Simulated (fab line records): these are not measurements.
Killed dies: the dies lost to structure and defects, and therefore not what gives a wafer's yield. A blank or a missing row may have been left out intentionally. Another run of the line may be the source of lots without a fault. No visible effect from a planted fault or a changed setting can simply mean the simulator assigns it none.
Chamber matching ; flow nandHarc ; NHARC_A_STAIRCASE_ALD_415 on aldHk-04 has 4 sister chambers
The step deposits SiO2, target thk 30 nm, pulse time 6 s, ald cycles 300. 14 wafers are shown with their chamber, then 7 later ones without.

## WAFERS PAIRED WITH THEIR CHAMBERS
wafer;chamber;heaterPowerW (W);precursorPulseHeightRel
L942.1;0;433;0.978
L942.2;1;422;0.995
L942.3;3;507;0.980
L949.2;0;408;0.988
L949.3;3;541;1.018
L949.5;2;443;1.017
L951.1;2;435;1.006
L951.5;3;520;1.004
L951.6;2;450;1.015
L952.1;2;447;0.999
L952.3;0;409;0.983
L952.6;3;524;0.969
L954.4;3;533;1.038
L954.5;0;397;1.015

SIGNATURES (means of the wafers above)
reading;chamber 0;chamber 1;chamber 2;chamber 3;scatter within a chamber
heaterPowerW;411.75;422.00;443.75;525.00;12.2
precursorPulseHeightRel;0.99100;0.99500;1.00925;1.00180;0.0204
Rule: for a wafer and a chamber, the distance is found by dividing, reading by reading, the gap between the wafer's reading and the chamber's mean by the reading's scatter, squaring, summing and taking the root. If the next closest chamber is less than 2 further off than the closest, the wafer can't be placed; otherwise it belongs to the closest. How the scatter is found: for the shown wafers, subtract from each reading the mean of its chamber, square and add these, divide the total by (wafers less chambers), then take the root.

## WAFERS MISSING THEIR CHAMBER
wafer;heaterPowerW (W);precursorPulseHeightRel
L954.6;415;1.008
L960.1;450;1.003
L960.2;421;1.035
L960.4;417;1.000
L961.1;409;0.981
L961.3;391;1.009
L961.5;409;0.984

## WHICH CHAMBER EACH WENT THROUGH
wafer;from the rows above;in truth
L954.6;can't be placed: 1 or 0 or 2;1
L960.1;can't be placed: 2 or 1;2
L960.2;can't be placed: 1 or 2 or 0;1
L960.4;can't be placed: 1 or 0 or 2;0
L961.1;can't be placed: 0 or 1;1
L961.3;can't be placed: 0 or 1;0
L961.5;can't be placed: 0 or 1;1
Correctly placed: 0 of 7. Cannot be placed on the basis of these rows: 7; the candidates contain the true chamber in 7. Placed wrongly: 0.
